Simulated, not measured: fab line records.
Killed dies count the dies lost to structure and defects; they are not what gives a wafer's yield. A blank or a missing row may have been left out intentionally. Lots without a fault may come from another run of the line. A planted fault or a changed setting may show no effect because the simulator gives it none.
Which of the tools did it?	flow n5_finfet	66 wafers from 22 lots sampled at 6 of the route's 1938 steps

WHAT THE GAUGES SHOWED, per wafer
N5_GATE_CUT_INSPECT_26: inspects for defects (darkfield).
lot	measured	on	raw_defect_count
L074	day 4 19:11	defect_inspect-01	37 34 38
L075	day 4 23:03	defect_inspect-02	36 32 48
L076	day 5 03:20	defect_inspect-01	31 30 45
L077	day 5 13:01	defect_inspect-01	36 67 55
L078	day 5 14:46	defect_inspect-02	26 29 60
L079	day 6 00:40	defect_inspect-02	59 29 40
L080	day 6 05:07	defect_inspect-02	49 23 16
L081	day 6 12:41	defect_inspect-02	32 48 25
L083	day 6 23:56	defect_inspect-01	26 28 35
L084	day 7 06:32	defect_inspect-01	62 56 23
L085	day 7 11:38	defect_inspect-02	64 20 58
L086	day 7 21:47	defect_inspect-01	44 21 34
L087	day 8 01:38	defect_inspect-01	25 22 44
L088	day 8 03:33	defect_inspect-01	34 63 49
L089	day 8 21:15	defect_inspect-01	32 26 20
L090	day 8 22:07	defect_inspect-02	51 35 42
L091	day 8 23:52	defect_inspect-01	30 35 27
L093	day 9 09:17	defect_inspect-01	68 56 62
L094	day 9 19:30	defect_inspect-01	27 50 33
L095	day 9 21:00	defect_inspect-01	51 56 47
L096	day 10 07:26	defect_inspect-02	54 58 29
L097	day 10 10:53	defect_inspect-01	38 43 63

N5_MOL_CONTACT_COAG_OVL_MEAS_41.
lot	measured	on	VD_OVL (nm)
L074	day 5 08:46	overlay-02	0.2 0.2 1.0
L075	day 5 10:23	overlay-02	0.4 0.6 0.9
L076	day 5 15:06	overlay-01	0.5 -0.1 0.3
L077	day 6 02:04	overlay-01	-1.2 -0.7 -1.4
L078	day 6 04:03	overlay-01	1.0 1.0 -0.6
L079	day 6 11:10	overlay-01	1.1 1.6 0.3
L080	day 6 16:52	overlay-02	0.8 0.7 1.0
L081	day 7 04:28	overlay-01	-0.6 1.0 -0.2
L083	day 7 13:56	overlay-02	0.5 0.4 1.5
L084	day 7 18:35	overlay-02	-0.7 -0.2 -0.6
L085	day 8 01:41	overlay-01	0.6 0.7 0.9
L086	day 8 08:56	overlay-02	0.9 -0.3 1.0
L087	day 8 14:38	overlay-01	-0.2 0.0 -0.5
L088	day 8 17:20	overlay-01	0.3 0.0 0.7
L089	day 9 10:03	overlay-01	1.4 0.8 1.1
L090	day 9 09:08	overlay-01	0.1 1.2 -0.5
L091	day 9 11:46	overlay-01	0.2 0.2 -0.7
L093	day 9 20:41	overlay-01	1.3 2.3 0.5
L094	day 10 06:33	overlay-02	0.6 0.5 -0.4
L095	day 10 10:26	overlay-02	-1.1 -0.3 0.1
L096	day 10 22:14	overlay-02	0.3 0.4 0.7
L097	day 11 00:10	overlay-02	1.3 0.6 1.0

EACH LOT AND THE TOOL THAT RAN IT (in order: tool; ch and the chambers of the sampled wafers; start)
lot	N5_GATE_CUT_ETCH_19	N5_GATE_CUT_CUT_ETCH_53	N5_MOL_CONTACT_COAG_ETCH_15	N5_MOL_CONTACT_COAG_DESCUM_88
L074	rie_diel-04 ch 1,3, day 4 15:38	rie_metal-03 ch 0,1, day 4 15:44	rie_diel-01 ch 0,3, day 4 19:51	rie_diel-02 ch 0,1, day 5 06:37
L075	rie_diel-03 ch 0,1,3, day 4 18:02	rie_metal-03 ch 0,1, day 4 18:09	rie_diel-02 ch 0,2,3, day 4 23:41	rie_diel-02 ch 0,2,3, day 5 09:03
L076	rie_diel-03 ch 2,3, day 5 00:16	rie_metal-03 ch 0,1, day 5 00:23	rie_diel-02 ch 0,1,3, day 5 04:23	rie_diel-05 ch 0,2, day 5 13:56
L077	rie_diel-06 ch 2,3, day 5 09:56	rie_metal-01 ch 0,1, day 5 10:04	rie_diel-01 ch 2,3, day 5 14:04	rie_diel-01 ch 0,1, day 6 00:35
L078	rie_diel-04 ch 0,1,2, day 5 11:40	rie_metal-03 ch 0,1, day 5 11:48	rie_diel-01 ch 0,3, day 5 15:25	rie_diel-05 ch 0,2,3, day 6 02:52
L079	rie_diel-06 ch 0,2, day 5 21:23	rie_metal-03 ch 0,1, day 5 21:32	rie_diel-05 ch 0,2,3, day 6 01:23	rie_diel-05 ch 2,3, day 6 10:01
L080	rie_diel-04 ch 0,3, day 6 02:02	rie_metal-02 ch 1, day 6 02:09	rie_diel-02 ch 0,1, day 6 05:49	rie_diel-01 ch 0,1,3, day 6 15:35
L081	rie_diel-06 ch 0,2,3, day 6 09:33	rie_metal-03 ch 0,1, day 6 09:41	rie_diel-01 ch 0,2,3, day 6 13:26	rie_diel-02 ch 1,2,3, day 7 03:08
L083	rie_diel-03 ch 0,1,2, day 6 20:52	rie_metal-02 ch 0,1, day 6 20:58	rie_diel-01 ch 0,3, day 7 03:47	rie_diel-02 ch 0,1,2, day 7 12:39
L084	rie_diel-06 ch 0,1,2, day 7 03:28	rie_metal-03 ch 0,1, day 7 03:34	rie_diel-05 ch 1,3, day 7 08:46	rie_diel-05 ch 0,2,3, day 7 17:26
L085	rie_diel-06 ch 0,1,2, day 7 08:34	rie_metal-03 ch 0,1, day 7 08:40	rie_diel-02 ch 0,1,2, day 7 12:25	rie_diel-02 ch 0,2,3, day 8 00:31
L086	rie_diel-04 ch 0,2,3, day 7 18:40	rie_metal-03 ch 0,1, day 7 18:48	rie_diel-05 ch 2,3, day 7 22:40	rie_diel-05 ch 0,2,3, day 8 07:29
L087	rie_diel-06 ch 0,1,2, day 7 22:34	rie_metal-02 ch 1, day 7 22:40	rie_diel-02 ch 0,2, day 8 02:23	rie_diel-05 ch 0,1,2, day 8 13:22
L088	rie_diel-06 ch 2,3, day 8 00:09	rie_metal-03 ch 0, day 8 00:19	rie_diel-01 ch 0,2,3, day 8 04:19	rie_diel-05 ch 0,1,3, day 8 15:43
L089	rie_diel-04 ch 1,2, day 8 17:21	rie_metal-01 ch 1, day 8 17:29	rie_diel-01 ch 0,1, day 8 22:01	rie_diel-01 ch 0,1, day 9 08:27
L090	rie_diel-04 ch 1,2, day 8 18:43	rie_metal-03 ch 0, day 8 18:50	rie_diel-01 ch 0,2,3, day 8 22:45	rie_diel-05 ch 0,3, day 9 07:24
L091	rie_diel-03 ch 0,3, day 8 20:19	rie_metal-02 ch 0,1, day 8 20:25	rie_diel-05 ch 0,2,3, day 9 00:38	rie_diel-02 ch 0,1, day 9 10:13
L093	rie_diel-03 ch 0,1,3, day 9 06:12	rie_metal-02 ch 0,1, day 9 06:19	rie_diel-02 ch 0,2,3, day 9 10:02	rie_diel-01 ch 2,3, day 9 19:22
L094	rie_diel-04 ch 0,2, day 9 16:20	rie_metal-02 ch 0,1, day 9 16:26	rie_diel-02 ch 2,3, day 9 20:16	rie_diel-01 ch 0,2,3, day 10 05:11
L095	rie_diel-04 ch 0,1, day 9 17:55	rie_metal-03 ch 0,1, day 9 18:02	rie_diel-02 ch 2,3, day 9 21:38	rie_diel-05 ch 1,2, day 10 09:02
L096	rie_diel-04 ch 0,1,2, day 10 01:37	rie_metal-02 ch 0,1, day 10 01:43	rie_diel-01 ch 0,2,3, day 10 08:04	rie_diel-02 ch 1,2,3, day 10 20:34
L097	rie_diel-04 ch 0,2,3, day 10 07:49	rie_metal-01 ch 0,1, day 10 07:55	rie_diel-02 ch 1,2,3, day 10 11:34	rie_diel-01 ch 0,3, day 10 22:43
- N5_GATE_CUT_ETCH_19: etches SiNx in CH3F/O2, target depth 53.7 nm, time 76.7 s.
- N5_GATE_CUT_CUT_ETCH_53: etches W in SF6/Cl2, target depth 79.2 nm.
- N5_MOL_CONTACT_COAG_ETCH_15: etches SiNx in CH3F/O2, stops on Si:P, target depth 7 nm.
- N5_MOL_CONTACT_COAG_DESCUM_88: chemistry O2, time 7 s.

AS READ BY THE TOOLS THEMSELVES (means over the sampled wafers that have a number; for cases with no such wafer, the mark the record gives instead)
N5_GATE_CUT_ETCH_19.
lot	tool	O2_flow_sccm (sccm)	drypump_motor_current_A (A)	etch_rf_on_time_s (s)	oes_product_au (a.u.)	rf_vpp_V (V)	showerhead_plenum_p_Torr (Torr)	throttle_valve_pct (%)
L074	rie_diel-04	19.98	5.5	77.0	0.66	298	2.04	16.30
L075	rie_diel-03	20.01	6.0	77.3	0.71	297	2.05	16.22
L076	rie_diel-03	19.98	6.3	77.1	0.64	295	2.05	16.33
L077	rie_diel-06	20.01	5.4	76.5	0.67	299	2.03	16.39
L078	rie_diel-04	19.96	5.8	77.2	0.63	296	1.99	16.49
L079	rie_diel-06	20.07	5.6	76.3	0.65	301	2.05	16.40
L080	rie_diel-04	20.05	6.0	76.6	0.62	297	1.99	16.63
L081	rie_diel-06	20.06	5.6	77.6	0.63	299	2.04	16.39
L083	rie_diel-03	19.98	6.0	76.4	0.75	296	2.00	16.17
L084	rie_diel-06	19.98	5.6	77.0	0.64	302	2.02	16.58
L085	rie_diel-06	19.97	5.6	77.0	0.64	302	2.02	16.56
L086	rie_diel-04	20.05	5.8	77.5	0.65	296	1.97	16.48
L087	rie_diel-06	19.99	5.6	77.6	0.63	302	2.02	16.59
L088	rie_diel-06	20.03	5.6	76.0	0.78	296	2.03	16.06
L089	rie_diel-04	19.94	5.6	77.2	0.66	294	1.97	16.35
L090	rie_diel-04	20.01	5.6	76.7	0.65	293	1.97	16.34
L091	rie_diel-03	19.94	5.9	76.7	0.72	295	2.00	15.98
L093	rie_diel-03	20.01	6.0	76.9	0.68	297	2.04	16.29
L094	rie_diel-04	20.05	6.1	76.5	0.76	296	1.95	16.37
L095	rie_diel-04	19.97	5.8	76.0	0.66	295	2.03	16.45
L096	rie_diel-04	19.97	5.8	77.1	0.68	295	1.98	16.41
L097	rie_diel-04	20.01	5.8	76.3	0.72	296	1.97	16.35

N5_GATE_CUT_CUT_ETCH_53.
lot	tool	drypump_motor_current_A (A)	etch_rf_on_time_s (s)	oes_product_au (a.u.)	throttle_valve_pct (%)
L074	rie_metal-03	5.1	26.4	0.66	28.90
L075	rie_metal-03	5.4	26.0	0.61	28.91
L076	rie_metal-03	5.4	26.2	0.60	28.91
L077	rie_metal-01	5.2	25.7	0.85	28.66
L078	rie_metal-03	5.4	26.5	0.60	28.91
L079	rie_metal-03	5.4	26.2	0.60	28.92
L080	rie_metal-02	5.3	26.9	0.63	29.09
L081	rie_metal-03	5.1	26.1	0.66	28.91
L083	rie_metal-02	5.7	26.7	0.69	28.88
L084	rie_metal-03	5.1	26.4	0.65	28.91
L085	rie_metal-03	5.1	26.7	0.64	28.91
L086	rie_metal-03	5.4	26.3	0.59	28.93
L087	rie_metal-02	5.4	27.2	0.61	29.09
L088	rie_metal-03	4.9	26.2	0.70	28.90
L089	rie_metal-01	4.9	26.1	0.77	28.80
L090	rie_metal-03	4.9	26.3	0.69	28.90
L091	rie_metal-02	5.5	27.0	0.64	29.00
L093	rie_metal-02	5.7	26.9	0.68	28.89
L094	rie_metal-02	5.5	26.7	0.65	28.99
L095	rie_metal-03	5.1	26.5	0.75	28.86
L096	rie_metal-02	5.5	26.9	0.64	28.99
L097	rie_metal-01	5.2	26.0	0.79	28.67

N5_MOL_CONTACT_COAG_ETCH_15.
lot	tool	O2_flow_sccm (sccm)	drypump_motor_current_A (A)	oes_product_au (a.u.)	rf_vpp_V (V)	showerhead_plenum_p_Torr (Torr)	throttle_valve_pct (%)
L074	rie_diel-01	20.05	5.9	0.64	298.9	1.975	16.06
L075	rie_diel-02	20.05	5.9	0.58	296.0	1.992	16.40
L076	rie_diel-02	20.02	5.9	0.57	297.1	1.991	16.21
L077	rie_diel-01	19.99	5.4	0.52	295.4	1.980	16.68
L078	rie_diel-01	20.01	5.4	0.59	298.1	1.984	16.30
L079	rie_diel-05	19.99	5.3	0.53	295.8	1.959	16.48
L080	rie_diel-02	19.99	5.9	0.55	299.0	1.983	16.21
L081	rie_diel-01	20.01	5.7	0.57	296.9	1.973	16.40
L083	rie_diel-01	19.97	5.9	0.61	297.6	1.968	16.11
L084	rie_diel-05	20.03	5.9	0.51	299.3	1.973	16.55
L085	rie_diel-02	19.98	5.9	0.55	297.5	1.979	16.42
L086	rie_diel-05	19.99	5.3	0.52	297.6	1.932	16.53
L087	rie_diel-02	20.03	5.9	0.56	294.4	1.977	16.63
L088	rie_diel-01	19.99	5.7	0.63	298.4	1.969	16.25
L089	rie_diel-01	20.02	6.0	0.55	297.6	1.959	16.27
L090	rie_diel-01	19.99	5.7	0.62	296.9	1.968	16.26
L091	rie_diel-05	20.04	5.3	0.51	295.8	1.951	16.53
L093	rie_diel-02	20.02	5.9	0.56	295.7	1.979	16.48
L094	rie_diel-02	20.04	6.0	0.54	294.2	2.000	16.63
L095	rie_diel-02	19.96	6.0	0.55	296.2	2.005	16.45
L096	rie_diel-01	20.00	5.7	0.60	296.7	1.964	16.30
L097	rie_diel-02	20.01	6.0	0.53	296.5	1.998	16.43

N5_MOL_CONTACT_COAG_DESCUM_88.
lot	tool	bias_power_w (W)	drypump_motor_current_A (A)	oes_product_au (a.u.)	rf_vpp_V (V)	showerhead_plenum_p_Torr (Torr)	throttle_valve_pct (%)
L074	rie_diel-02	19.96	5.9	0.77	242.8	2.08	20.29
L075	rie_diel-02	19.99	5.9	0.79	243.5	2.08	20.49
L076	rie_diel-05	20.07	5.1	0.73	243.6	2.03	20.45
L077	rie_diel-01	19.95	6.0	0.77	242.8	2.06	20.35
L078	rie_diel-05	20.02	5.4	0.72	242.3	2.05	20.59
L079	rie_diel-05	20.03	5.6	0.72	242.6	2.05	20.72
L080	rie_diel-01	19.95	5.6	0.78	242.6	2.07	20.35
L081	rie_diel-02	20.04	6.0	0.75	243.5	2.10	20.44
L083	rie_diel-02	20.01	5.9	0.75	241.9	2.07	20.50
L084	rie_diel-05	19.96	5.3	0.70	243.1	2.05	20.60
L085	rie_diel-02	19.99	5.9	0.76	242.7	2.07	20.52
L086	rie_diel-05	19.99	5.3	0.70	242.5	2.05	20.61
L087	rie_diel-05	19.95	5.4	0.69	241.6	2.05	20.49
L088	rie_diel-05	20.01	5.6	0.70	242.5	2.07	20.61
L089	rie_diel-01	19.94	6.0	0.74	242.8	2.05	20.40
L090	rie_diel-05	19.97	5.6	0.69	242.8	2.07	20.73
L091	rie_diel-02	19.99	5.9	0.73	243.2	2.07	20.34
L093	rie_diel-01	20.01	5.4	0.86	242.9	2.06	20.49
L094	rie_diel-01	19.99	5.7	0.83	242.8	2.05	20.36
L095	rie_diel-05	20.05	5.4	0.78	241.4	2.01	20.38
L096	rie_diel-02	20.00	6.0	0.73	242.8	2.09	20.48
L097	rie_diel-01	19.99	5.4	0.76	242.3	2.05	20.42

THE ANSWER, worked out from the rows above alone
Rule: what is usual is taken from the lots themselves. Put in order of their means at a reading, lots are off if they are a third of the lots or fewer, leave a main group of 4 or more, and stand apart from it by a gap of 3 or more times the standard deviation of the main group's means; of several such gaps the widest counts. If all means in a main group match to the digits the tables above print for the reading, that group is not used. Also off: a lot with no number at a reading for which 4 or more lots have one. The other lots that the step has rows for count as sound. After the gauges, taken in route order, come the tools' own readings; for these a lot's mean is taken, as printed above. The first step at which some lot is off is used, and at that step the reading that is off furthest; a lot without a number counts as furthest.
None of the lots is off at any reading shown; this tells nothing.

WHAT THE SIMULATOR PUT IN
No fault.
